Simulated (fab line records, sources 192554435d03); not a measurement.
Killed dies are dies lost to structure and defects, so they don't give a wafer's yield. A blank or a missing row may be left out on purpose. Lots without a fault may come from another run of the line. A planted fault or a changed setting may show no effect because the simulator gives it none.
fab line records | flow n5_finfet | part 1 of 2: steps 1 to 23 of 32
record lots=5 wafers=15 last_day=18
route steps=1938 shown BEOL_M12@1604
lots that met no fault: from a run of the same line without faults
start_h: hours from the record's first day to the start of the lot's first wafer shown | wait_h: hours since the lot's step before | " the same as in the row above | L1.1+2: a row that stands for several wafers | - no value, or no start given | * or withheld: withheld | < > ~ a bound
route shown NAME@n: a module of which the file shows steps, and the number in the route of the first | usual: mean/standard deviation of fault-free wafers | same: alike in all rows | chamber/n: place in a boat | sites: the reading at each site | _std_site: their standard deviation | _edge_site: outer sites' mean less inner sites' | radius_mm: how far each site lies from the wafer's centre | mask NAME#n: copy n | behind: the tool/chamber that last shaped the wafer | hold: why the lot was held/for how many hours/how that ended | device: the transistor (n, p or np) that didn't switch | end of line: the same wafers' tests at the end of the route | a step without rows: its recipe alone | killed: dies lost to structure and defects at the first sort, not the wafer's yield | map: a wafer's dies, x killed, . not, _ none there
set.NAME: the setting as run; set.NAME@STEP: as run at that earlier step | model.NAME: the simulator's own value behind a step, which no gauge read
lots at some steps of the route; a table a step, a row a wafer
services: from which hour (start_h, from the record's first day; less than 0 if before it) a tool's chamber was out of use, for how many hours, and why
## steps
# step N5_BEOL_M12_COAT_58
# recipe resist=BARC temp_c=205 time_s=60 spin_rpm=1500 resist_thk_nm=89
# usual resist_line_temp_C=23.00/0.094
# columns lot.wafer tool chamber start_h wait_h resist_line_temp_C
L076.1 litho_track-01 0 259.02 0.0 22.96
L076.2 " 0 " " 23.02
L076.6 " 0 " " 23.06
L077.2 litho_track-01 0 284.73 0.0 23.24
L077.3 " 0 " " 23.07
L077.4 " 0 " " 23.08
L083.2 litho_track-02 0 342.00 0.0 22.77
L083.4 " 0 " " 22.96
L083.6 " 0 " " 23.05
L086.1 litho_track-04 0 369.31 0.0 22.87
L086.4 " 0 " " 22.91
L086.6 " 0 " " 22.99
L091.1 litho_track-02 0 384.76 0.0 22.84
L091.3 " 0 " " 23.10
L091.5 " 0 " " 23.00
# step N5_BEOL_M12_COAT_04
# recipe spin_rpm=1625 resist_thk_nm=400
# usual resist_line_temp_C=23.01/0.089
# columns lot.wafer tool chamber start_h wait_h resist_line_temp_C
L076.1 litho_track-01 0 - - 22.92
L076.2 " 0 " " 23.14
L076.6 " 0 " " 23.09
L077.2 litho_track-01 0 - - 23.03
L077.3 " 0 " " 23.07
L077.4 " 0 " " 22.85
L083.2 litho_track-02 0 - - 22.94
L083.4 " 0 " " 23.03
L083.6 " 0 " " 23.06
L086.1 litho_track-04 0 - - 23.07
L086.4 " 0 " " 22.92
L086.6 " 0 " " 22.99
L091.1 litho_track-02 0 - - 23.00
L091.3 " 0 " " 23.05
L091.5 " 0 " " 23.12
# step N5_BEOL_M12_EBR_06
# recipe solvent=PGMEA ebr_width_mm=1.5
# usual resist_line_temp_C=22.98/0.11
# columns lot.wafer tool chamber start_h wait_h resist_line_temp_C
L076.1 litho_track-01 0 - - 22.88
L076.2 " 0 " " 22.81
L076.6 " 0 " " 22.80
L077.2 litho_track-01 0 - - 23.06
L077.3 " 0 " " 22.96
L077.4 " 0 " " 22.91
L083.2 litho_track-02 0 - - 22.83
L083.4 " 0 " " 22.84
L083.6 " 0 " " 23.06
L086.1 litho_track-04 0 - - 22.94
L086.4 " 0 " " 22.89
L086.6 " 0 " " 22.96
L091.1 litho_track-02 0 - - 23.06
L091.3 " 0 " " 22.92
L091.5 " 0 " " 22.99
# step N5_BEOL_M12_SOFTBAKE_05
# recipe temp_c=130 time_s=60
# usual resist_line_temp_C=23.00/0.11
# columns lot.wafer tool chamber start_h wait_h resist_line_temp_C
L076.1 litho_track-01 0 - - 22.93
L076.2 " 0 " " 23.08
L076.6 " 0 " " 22.97
L077.2 litho_track-01 0 - - 22.98
L077.3 " 0 " " 22.95
L077.4 " 0 " " 23.06
L083.2 litho_track-02 0 - - 22.98
L083.4 " 0 " " 22.83
L083.6 " 0 " " 22.95
L086.1 litho_track-04 0 - - 23.06
L086.4 " 0 " " 23.05
L086.6 " 0 " " 23.20
L091.1 litho_track-02 0 - - 23.10
L091.3 " 0 " " 23.09
L091.5 " 0 " " 22.99
# step N5_BEOL_M12_EXPOSE_07
# recipe mask_id=V11 na=0.93 source_shape=conventional sigma_outer=0.6 polarization=unpolarized attpsm_phase_deg=180 dose_mj=32.5
# columns lot.wafer tool chamber start_h wait_h mask
L076.1+2+6 krf_scanner-01 0 259.25 - V11#0
L077.2+3+4 krf_scanner-01 0 284.84 - V11#0
L083.2+4+6 krf_scanner-02 0 342.11 - V11#0
L086.1+4+6 krf_scanner-02 0 369.41 - V11#0
L091.1+3+5 krf_scanner-02 0 384.87 - V11#0
# step N5_BEOL_M12_PEB_08
# recipe peb_temp_c=130 peb_time_s=90
# usual resist_line_temp_C=23.00/0.12
# columns lot.wafer tool chamber start_h wait_h resist_line_temp_C
L076.1 litho_track-02 0 259.31 0.1 23.26
L076.2 " 0 " " 23.37
L076.6 " 0 " " 23.16
L077.2 litho_track-01 0 284.89 0.0 23.15
L077.3 " 0 " " 23.27
L077.4 " 0 " " 23.04
L083.2 litho_track-02 0 342.16 0.0 22.92
L083.4 " 0 " " 22.97
L083.6 " 0 " " 22.85
L086.1 litho_track-02 0 369.47 0.1 23.04
L086.4 " 0 " " 23.06
L086.6 " 0 " " 23.13
L091.1 litho_track-01 0 384.92 0.1 22.89
L091.3 " 0 " " 23.00
L091.5 " 0 " " 23.14
# step N5_BEOL_M12_DEVELOP_09
# recipe develop_time_s=45 rinse_liquid=diw dry=air_spin dev_temp_c=21
# usual resist_line_temp_C=22.99/0.11
# columns lot.wafer tool chamber start_h wait_h resist_line_temp_C
L076.1 litho_track-02 0 - - 23.08
L076.2 " 0 " " 23.16
L076.6 " 0 " " 23.15
L077.2 litho_track-01 0 - - 23.00
L077.3 " 0 " " 22.91
L077.4 " 0 " " 23.04
L083.2 litho_track-02 0 - - 22.79
L083.4 " 0 " " 22.77
L083.6 " 0 " " 22.81
L086.1 litho_track-02 0 - - 22.96
L086.4 " 0 " " 22.92
L086.6 " 0 " " 22.93
L091.1 litho_track-01 0 - - 23.10
L091.3 " 0 " " 23.02
L091.5 " 0 " " 22.91
# step N5_BEOL_M12_HARDBAKE_14
# recipe temp_c=130 time_s=120
# usual resist_line_temp_C=23.02/0.093
# columns lot.wafer tool chamber start_h wait_h resist_line_temp_C
L076.1 litho_track-02 0 - - 23.13
L076.2 " 0 " " 23.14
L076.6 " 0 " " 23.09
L077.2 litho_track-01 0 - - 23.17
L077.3 " 0 " " 23.18
L077.4 " 0 " " 23.03
L083.2 litho_track-02 0 - - 23.04
L083.4 " 0 " " 23.01
L083.6 " 0 " " 22.95
L086.1 litho_track-02 0 - - 22.96
L086.4 " 0 " " 22.90
L086.6 " 0 " " 22.94
L091.1 litho_track-01 0 - - 22.83
L091.3 " 0 " " 22.92
L091.5 " 0 " " 22.98
# step N5_BEOL_M12_CD_MEAS_10
# recipe target_cd_nm=140 landing_energy_ev=500 detector=se_inlens polarity=opening
# usual cd_nm=140.2/2.6
# columns lot.wafer tool chamber start_h wait_h cd_nm
L076.1 cd_sem-02 0 259.42 - 138.5
L076.2 " 0 " " 142.4
L076.6 " 0 " " 139.8
L077.2 cd_sem-01 0 285.01 - 141.9
L077.3 " 0 " " 140.5
L077.4 " 0 " " 141.7
L083.2 cd_sem-01 0 342.27 - 140.9
L083.4 " 0 " " 139.5
L083.6 " 0 " " 140.6
L086.1 cd_sem-01 0 369.58 - 138.6
L086.4 " 0 " " 134.4
L086.6 " 0 " " 139.5
L091.1 cd_sem-01 0 385.04 - 142.7
L091.3 " 0 " " 140.4
L091.5 " 0 " " 140.1
# step N5_BEOL_M12_OVL_MEAS_11
# recipe points_per_wafer=44
# usual V11_OVL=-3/4.4
# columns lot.wafer tool chamber start_h wait_h V11_OVL[nm]
L076.1 overlay-02 0 259.46 0.0 5
L076.2 " 0 " " 0
L076.6 " 0 " " 1
L077.2 overlay-02 0 285.04 0.0 2
L077.3 " 0 " " -4
L077.4 " 0 " " -1
L083.2 overlay-01 0 342.30 0.0 0
L083.4 " 0 " " -3
L083.6 " 0 " " -3
L086.1 overlay-01 0 369.61 0.0 4
L086.4 " 0 " " 3
L086.6 " 0 " " -2
L091.1 overlay-02 0 385.07 0.0 -2
L091.3 " 0 " " -6
L091.5 " 0 " " -2
# step N5_BEOL_M12_INSPECT_12
# recipe mode=adi inspect_instrument=macro
# usual raw_defect_count=2.0/1.6
# columns lot.wafer tool chamber start_h wait_h raw_defect_count
L076.1 defect_inspect-01 - 259.48 0.0 2
L076.2 " - " " 3
L076.6 " - " " 2
L077.2 defect_inspect-01 - 285.06 0.0 3
L077.3 " - " " 1
L077.4 " - " " 0
L083.2 defect_inspect-02 - 342.33 0.0 1
L083.4 " - " " 0
L083.6 " - " " 1
L086.1 defect_inspect-01 - 369.64 0.0 1
L086.4 " - " " 3
L086.6 " - " " 0
L091.1 defect_inspect-02 - 385.09 0.0 4
L091.3 " - " " 1
L091.5 " - " " 3
# step N5_BEOL_M12_DESCUM_15
# recipe chemistry=O2 time_s=7.9 source_power_w=50 bias_power_w=20 pressure_mtorr=20 rf_frequency_hz=2.712e+07 temp_c=40 o2_flow_sccm=225
# usual drypump_motor_current_A=5.6/0.37 oes_product_au=0.83/0.068 rf_vpp_V=243.7/1 showerhead_plenum_p_Torr=2.14/0.045 throttle_valve_pct=20.22/0.25
# columns lot.wafer tool chamber start_h wait_h drypump_motor_current_A oes_product_au rf_hours_counter_h rf_vpp_V showerhead_plenum_p_Torr throttle_valve_pct
L076.1 rie_diel-04 2 259.52 0.0 6.0 0.71 228 242.2 2.08 20.63
L076.2 " 0 " " 6.1 0.89 52 244.1 2.15 20.06
L076.6 " 3 " " 5.5 0.86 - 244.1 2.15 20.15
L077.2 rie_diel-01 1 285.14 0.1 5.3 0.69 242 244.0 2.14 20.51
L077.3 " 0 " " 5.9 0.83 57 245.1 2.22 20.04
L077.4 " 3 " " 5.2 0.84 65 244.6 2.12 20.14
L083.2 rie_diel-04 0 342.36 0.0 6.1 0.86 77 243.8 2.14 20.09
L083.4 " 3 " " 5.5 0.82 - 242.2 2.15 20.17
L083.6 " 3 " " 5.5 0.82 - 243.8 2.15 20.18
L086.1 rie_diel-01 1 369.67 0.0 5.3 0.96 10 243.1 2.13 20.15
L086.4 " 2 " " 5.9 0.77 131 246.0 2.18 20.20
L086.6 " 2 " " 5.9 0.77 - 245.0 2.18 20.21
L091.1 rie_diel-06 2 385.25 0.2 5.6 0.84 63 242.3 2.12 20.05
L091.3 " 3 " " 4.9 0.88 23 244.8 2.22 20.06
L091.5 " 3 " " 4.9 0.89 - 245.2 2.22 20.06
# step N5_BEOL_M12_ETCH_59
# recipe chemistry=N2/H2 target=BARC target_depth_a=890 overetch_a=267 time_s=67.9 ion_energy_ev=200 pressure_mtorr=30 source_w=840 bias_w=150 n2_flow_sccm=200 h2_flow_sccm=200
# usual drypump_motor_current_A=5.6/0.38 oes_product_au=0.70/0.054 rf_vpp_V=525.3/1.9 showerhead_plenum_p_Torr=2.59/0.063 throttle_valve_pct=17.58/0.27
# columns lot.wafer tool chamber start_h wait_h drypump_motor_current_A oes_product_au rf_hours_counter_h rf_vpp_V showerhead_plenum_p_Torr throttle_valve_pct
L076.1 rie_diel-04 2 259.55 0.0 6.0 0.60 228 522.8 2.50 18.00
L076.2 " 0 " " 6.1 0.75 52 526.1 2.58 17.44
L076.6 " 3 " " 5.5 0.73 - 525.7 2.57 17.31
L077.2 rie_diel-01 1 285.18 0.0 5.3 0.60 242 524.8 2.60 18.02
L077.3 " 0 " " 5.9 0.71 57 526.8 2.68 17.39
L077.4 " 3 " " 5.3 0.71 65 524.1 2.57 17.60
L083.2 rie_diel-04 0 342.41 0.0 6.1 0.73 77 525.1 2.57 17.49
L083.4 " 3 " " 5.4 0.70 - 524.7 2.56 17.36
L083.6 " 3 " " 5.5 0.70 - 525.2 2.56 17.35
L086.1 rie_diel-01 1 369.71 0.0 5.3 0.82 10 526.9 2.59 17.62
L086.4 " 2 " " 5.9 0.64 131 526.3 2.66 17.70
L086.6 " 2 " " 5.9 0.64 - 528.1 2.66 17.71
L091.1 rie_diel-06 2 385.29 0.0 5.6 0.71 63 524.4 2.59 17.58
L091.3 " 3 " " 4.9 0.75 23 528.3 2.70 17.46
L091.5 " 3 " " 5.0 0.74 - 529.5 2.70 17.45
# step N5_BEOL_M12_VIA_ETCH_16
# recipe chemistry=C4F8/O2/Ar target=SiOC pressure_mtorr=30 source_w=3000 bias_w=700 Ar_flow_sccm=400 C4F8_flow_sccm=15 O2_flow_sccm=8 he_inner_torr=15 he_outer_torr=30 target_depth_a=7248 time_s=withheld ion_energy_ev=250 ends=cleared
# usual O2_flow_sccm=8.001/0.023 drypump_motor_current_A=5.6/0.37 oes_product_au=0.74/0.062 rf_vpp_V=667.3/2.2 showerhead_plenum_p_Torr=3.48/0.077 throttle_valve_pct=23.95/0.29
# columns lot.wafer tool chamber start_h wait_h O2_flow_sccm drypump_motor_current_A oes_product_au rf_vpp_V showerhead_plenum_p_Torr throttle_valve_pct
L076.1 rie_diel-04 2 259.60 0.0 7.982 5.9 0.63 662.9 3.38 24.32
L076.2 " 0 " " 7.995 6.1 0.81 668.5 3.46 23.69
L076.6 " 3 " " 7.990 5.5 0.78 665.7 3.48 23.80
L077.2 rie_diel-01 1 285.23 0.0 7.997 5.3 0.62 667.7 3.51 24.39
L077.3 " 0 " " 7.945 5.9 0.76 671.9 3.63 23.87
L077.4 " 3 " " 7.982 5.2 0.76 669.1 3.47 24.01
L083.2 rie_diel-04 0 342.49 0.1 8.032 6.1 0.78 664.7 3.45 23.71
L083.4 " 3 " " 7.995 5.5 0.74 666.7 3.47 23.83
L083.6 " 3 " " 8.027 5.5 0.75 666.9 3.47 23.84
L086.1 rie_diel-01 1 369.76 0.0 7.984 5.3 0.87 666.5 3.50 24.07
L086.4 " 2 " " 7.994 5.9 0.68 669.0 3.53 23.81
L086.6 " 2 " " 7.994 5.9 0.67 671.7 3.53 23.82
L091.1 rie_diel-06 2 385.34 0.0 7.990 5.6 0.76 666.3 3.46 23.80
L091.3 " 3 " " 7.997 5.0 0.80 669.7 3.63 23.93
L091.5 " 3 " " 8.029 4.9 0.80 671.1 3.63 23.94
# step N5_BEOL_M12_STRIP_63
# recipe chemistry=N2/H2 power_w=1000 temp_c=250 h2_frac=0.65 overash_fraction=0.3 pressure_mtorr=1000 n2_flow_sccm=1750 h2_flow_sccm=3250
# usual drypump_motor_current_A=5.7/0.44 heater_power_w=342/22 oes_product_au=0.693/0.0044 strip_time_to_endpoint_s=42.2/0.83
# columns lot.wafer tool chamber start_h wait_h drypump_motor_current_A heater_power_w oes_product_au rf_hours_counter_h strip_time_to_endpoint_s
L076.1 plasma_asher-02 0 259.80 - 5.3 365 0.697 68 42.5
L076.2 " 1 " " 5.9 316 0.696 68 41.9
L076.6 " 0 " " 5.3 367 0.689 - 41.3
L077.2 plasma_asher-02 0 285.51 - 5.2 371 0.687 75 43.0
L077.3 " 1 " " 5.9 324 0.688 - 42.5
L077.4 " 0 " " 5.3 359 0.690 - 41.6
L083.2 plasma_asher-01 1 342.78 - 6.5 363 0.686 140 42.7
L083.4 " 1 " " 6.5 367 0.692 - 41.2
L083.6 " 1 " " 6.5 362 0.688 - 41.3
L086.1 plasma_asher-02 1 369.96 - 5.9 320 0.693 90 42.3
L086.4 " 0 " " 5.2 369 0.689 - 42.3
L086.6 " 0 " " 5.2 364 0.692 - 43.5
L091.1 plasma_asher-02 1 385.57 - 5.9 316 0.698 94 42.7
L091.3 " 1 " " 5.9 316 0.697 - 43.0
L091.5 " 0 " " 5.2 370 0.685 - 42.1
# step N5_BEOL_M12_STRIP_64
# recipe chemistry=N2/H2 power_w=1000 temp_c=250 h2_frac=0.65 overash_fraction=0.3 pressure_mtorr=withheld n2_flow_sccm=1750 h2_flow_sccm=3250
# usual drypump_motor_current_A=5.7/0.44 heater_power_w=342/22 oes_product_au=0.716/0.0048 strip_time_to_endpoint_s=31.30/0.072
# columns lot.wafer tool chamber start_h wait_h drypump_motor_current_A heater_power_w oes_product_au rf_hours_counter_h strip_time_to_endpoint_s
L076.1 plasma_asher-02 0 259.86 0.0 5.2 360 0.717 69 31.35
L076.2 " 1 " " 5.9 320 0.707 69 31.38
L076.6 " 0 " " 5.2 359 0.704 - 31.28
L077.2 plasma_asher-02 0 285.57 0.0 5.2 368 0.719 75 31.16
L077.3 " 1 " " 5.9 313 0.716 - 31.29
L077.4 " 0 " " 5.2 353 0.719 - 31.14
L083.2 plasma_asher-01 1 342.84 0.0 6.5 357 0.718 140 31.25
L083.4 " 1 " " 6.5 368 0.714 - 31.23
L083.6 " 1 " " 6.5 363 0.709 - 31.19
L086.1 plasma_asher-02 1 370.02 0.0 5.9 313 0.716 91 31.33
L086.4 " 0 " " 5.3 361 0.720 - 31.33
L086.6 " 0 " " 5.2 370 0.709 - 31.34
L091.1 plasma_asher-02 1 385.63 0.0 5.9 330 0.717 94 31.36
L091.3 " 1 " " 5.9 320 0.716 - 31.32
L091.5 " 0 " " 5.3 355 0.723 - 31.31
# step N5_BEOL_M12_STRIP_71
# recipe chemistry=post_etch_residue_remover time_s=60 temp_c=25 remover_ph=withheld remover_water_wt_pct=withheld remover_fluoride_wt_pct=withheld
# columns lot.wafer tool chamber start_h wait_h
L076.1+2+6 wet_bench-03 6,1,0 259.95 0.1
L077.2+3+4 wet_bench-05 5,4,3 285.66 0.1
L083.2+4+6 wet_bench-05 0,2,1 342.93 0.1
L086.1+4+6 wet_bench-03 5,3,2 370.10 0.1
L091.1+3+5 wet_bench-03 1,5,6 385.72 0.1
# step N5_BEOL_M12_SRD_72
# recipe time_s=30 temp_c=23 rinse_liquid=diw dry=n2_spin spin_rpm=1500 dry_time_s=30
# columns lot.wafer tool chamber start_h wait_h
L076.1+2+6 wet_bench-03 6,1,0 259.97 0.0
L077.2+3+4 wet_bench-05 5,4,3 285.70 0.0
L083.2+4+6 wet_bench-05 0,2,1 342.97 0.0
L086.1+4+6 wet_bench-03 5,3,2 370.12 0.0
L091.1+3+5 wet_bench-03 1,5,6 385.74 0.0
# step N5_BEOL_M12_CD_MEAS_17
# recipe target_cd_nm=140 polarity=opening
# usual cd_nm=140.4/2.7
# columns lot.wafer tool chamber start_h wait_h cd_nm
L076.1 cd_sem-03 - 260.01 0.0 139.4
L076.2 " - " " 142.7
L076.6 " - " " 140.1
L077.2 cd_sem-01 - 285.76 0.0 142.9
L077.3 " - " " 141.0
L077.4 " - " " 145.3
L083.2 cd_sem-03 - 343.03 0.0 141.3
L083.4 " - " " 139.2
L083.6 " - " " 140.1
L086.1 cd_sem-02 - 370.16 0.0 138.6
L086.4 " - " " 132.8
L086.6 " - " " 138.4
L091.1 cd_sem-01 - 385.78 0.0 142.2
L091.3 " - " " 140.7
L091.5 " - " " 140.0
# step N5_BEOL_M12_COAT_65
# recipe resist=SOC temp_c=250 time_s=60 spin_rpm=1500 resist_thk_nm=300
# usual resist_line_temp_C=23.00/0.12
# columns lot.wafer tool chamber start_h wait_h resist_line_temp_C
L076.1 litho_track-04 0 260.05 0.0 23.01
L076.2 " 0 " " 23.03
L076.6 " 0 " " 22.99
L077.2 litho_track-02 0 285.79 0.0 23.02
L077.3 " 0 " " 22.96
L077.4 " 0 " " 22.97
L083.2 litho_track-02 0 343.06 0.0 23.22
L083.4 " 0 " " 23.01
L083.6 " 0 " " 23.24
L086.1 litho_track-02 0 370.20 0.0 22.96
L086.4 " 0 " " 22.88
L086.6 " 0 " " 22.83
L091.1 litho_track-02 0 385.82 0.0 22.93
L091.3 " 0 " " 22.98
L091.5 " 0 " " 22.98
# step N5_BEOL_M12_COAT_66
# recipe resist=SiARC temp_c=220 time_s=60 spin_rpm=1500 resist_thk_nm=110
# usual resist_line_temp_C=22.99/0.11
# columns lot.wafer tool chamber start_h wait_h resist_line_temp_C
L076.1 litho_track-04 0 - - 23.02
L076.2 " 0 " " 22.88
L076.6 " 0 " " 23.02
L077.2 litho_track-02 0 - - 23.09
L077.3 " 0 " " 23.05
L077.4 " 0 " " 23.10
L083.2 litho_track-02 0 - - 23.17
L083.4 " 0 " " 23.00
L083.6 " 0 " " 23.00
L086.1 litho_track-02 0 - - 23.01
L086.4 " 0 " " 22.95
L086.6 " 0 " " 22.93
L091.1 litho_track-02 0 - - 22.96
L091.3 " 0 " " 23.05
L091.5 " 0 " " 22.96
# step N5_BEOL_M12_COAT_22
# recipe spin_rpm=2888 resist_thk_nm=300
# usual resist_line_temp_C=22.97/0.085
# columns lot.wafer tool chamber start_h wait_h resist_line_temp_C
L076.1 litho_track-04 0 - - 22.99
L076.2 " 0 " " 22.84
L076.6 " 0 " " 23.10
L077.2 litho_track-02 0 - - 23.09
L077.3 " 0 " " 22.98
L077.4 " 0 " " 22.98
L083.2 litho_track-02 0 - - 22.92
L083.4 " 0 " " 23.05
L083.6 " 0 " " 23.03
L086.1 litho_track-02 0 - - 23.12
L086.4 " 0 " " 23.03
L086.6 " 0 " " 22.92
L091.1 litho_track-02 0 - - 22.93
L091.3 " 0 " " 22.94
L091.5 " 0 " " 22.94
# step N5_BEOL_M12_EBR_24
# recipe solvent=PGMEA ebr_width_mm=1.5
# usual resist_line_temp_C=23.00/0.1
# columns lot.wafer tool chamber start_h wait_h resist_line_temp_C
L076.1 litho_track-04 0 - - 23.01
L076.2 " 0 " " 22.96
L076.6 " 0 " " 23.07
L077.2 litho_track-02 0 - - 23.05
L077.3 " 0 " " 23.14
L077.4 " 0 " " 22.98
L083.2 litho_track-02 0 - - 23.03
L083.4 " 0 " " 22.99
L083.6 " 0 " " 23.03
L086.1 litho_track-02 0 - - 22.85
L086.4 " 0 " " 23.02
L086.6 " 0 " " 22.89
L091.1 litho_track-02 0 - - 22.95
L091.3 " 0 " " 22.96
L091.5 " 0 " " 22.90
